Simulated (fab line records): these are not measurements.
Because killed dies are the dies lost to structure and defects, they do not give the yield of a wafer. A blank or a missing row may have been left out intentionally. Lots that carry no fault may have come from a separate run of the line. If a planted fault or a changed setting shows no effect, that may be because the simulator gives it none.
Which tool is to blame? | flow n5Finfet | 11 lots, 33 wafers sampled, at 3 steps of a route of 1938

## WHAT THE GAUGES READ, wafer by wafer
N5_BEOL_M12_INSPECT_12: inspects for defects (macro).
lot  | measured     | on               | rawDefectCount
L892 | day 11 08:25 | defectInspect-01 | 6 0 2
L894 | day 12 05:09 | defectInspect-01 | 2 1 1
L898 | day 12 14:57 | defectInspect-02 | 1 1 0
L901 | day 13 17:39 | defectInspect-01 | 0 1 3
L900 | day 13 17:53 | defectInspect-01 | 1 1 2
L902 | day 14 07:21 | defectInspect-02 | 2 4 2
L909 | day 15 18:49 | defectInspect-02 | 3 2 5
L912 | day 16 03:41 | defectInspect-02 | 1 1 1
L911 | day 16 16:22 | defectInspect-02 | 0 1 1
L913 | day 16 17:07 | defectInspect-02 | 1 2 2
L915 | day 16 20:54 | defectInspect-02 | 1 1 2

N5_BEOL_M12_OVL_MEAS_29.
lot  | measured     | on         | M12_OVL (nm)
L892 | day 11 10:54 | overlay-02 | -2 -11 -8
L894 | day 12 06:02 | overlay-01 | -5 3 -2
L898 | day 12 15:52 | overlay-02 | 3 17 4
L901 | day 13 18:32 | overlay-01 | 0 6 1
L900 | day 13 18:46 | overlay-01 | -8 -10 -6
L902 | day 14 08:22 | overlay-01 | 3 -2 -4
L909 | day 15 19:43 | overlay-01 | -11 -7 4
L912 | day 16 04:42 | overlay-01 | 4 6 6
L911 | day 16 17:26 | overlay-01 | 5 0 3
L913 | day 16 18:27 | overlay-02 | -7 0 -4
L915 | day 16 21:47 | overlay-02 | 4 9 7

## EACH LOT AND THE TOOL THAT RAN IT (in order: tool; ch and the chambers of the sampled wafers; start)
lot  | N5_BEOL_M12_COAT_22
L892 | lithoTrack-04 ch 0, day 11 10:35
L894 | lithoTrack-04 ch 0, day 12 05:43
L898 | lithoTrack-03 ch 0, day 12 15:33
L901 | lithoTrack-03 ch 0, day 13 18:13
L900 | lithoTrack-03 ch 0, day 13 18:27
L902 | lithoTrack-03 ch 0, day 14 07:55
L909 | lithoTrack-04 ch 0, day 15 19:24
L912 | lithoTrack-02 ch 0, day 16 04:16
L911 | lithoTrack-03 ch 0, day 16 16:59
L913 | lithoTrack-03 ch 0, day 16 18:01
L915 | lithoTrack-02 ch 0, day 16 21:28
- N5_BEOL_M12_COAT_22: resist thk 300 nm.

## AS READ BY THE TOOLS THEMSELVES (means over the sampled wafers that have a number; for cases with no such wafer, the mark the record gives instead)
N5_BEOL_M12_COAT_22.
lot  | tool          | spinSpeedRpm (rpm)
L892 | lithoTrack-04 | 2887.4
L894 | lithoTrack-04 | 2887.7
L898 | lithoTrack-03 | 2887.9
L901 | lithoTrack-03 | 2721.5
L900 | lithoTrack-03 | 2722.4
L902 | lithoTrack-03 | 2721.3
L909 | lithoTrack-04 | 2888.1
L912 | lithoTrack-02 | 2887.8
L911 | lithoTrack-03 | 2889.8
L913 | lithoTrack-03 | 2889.7
L915 | lithoTrack-02 | 2888.8

## THE ANSWER, worked out from the rows above alone
Rule: what is usual is taken from the lots themselves. Put in order of their means at a reading, lots are off if they are a third of the lots or fewer, leave a main group of 4 or more, and stand apart from it by a gap of 3 or more times the standard deviation of the main group's means; of several such gaps the widest counts. The tables above print the reading to a certain number of digits; a main group whose means all agree to those digits is not used. Also off: a lot with no number at a reading for which 4 or more lots have one. The other lots that the step has rows for count as sound. First the gauges in route order, then the tools' own readings, where a lot's mean is used as printed above. The first step at which some lot is off is used, and at that step the reading that is off furthest; a lot without a number counts as furthest.
Off: L901, L900, L902 (N5_BEOL_M12_COAT_22, spinSpeedRpm). For the main group the mean is 2888.4 rpm and the standard deviation 0.87.
A tool fits if, at that step or a process step before it, it ran every lot that is off, and no sound lot after the first of them. No candidate that was tried fits.

## WHAT THE SIMULATOR PUT IN
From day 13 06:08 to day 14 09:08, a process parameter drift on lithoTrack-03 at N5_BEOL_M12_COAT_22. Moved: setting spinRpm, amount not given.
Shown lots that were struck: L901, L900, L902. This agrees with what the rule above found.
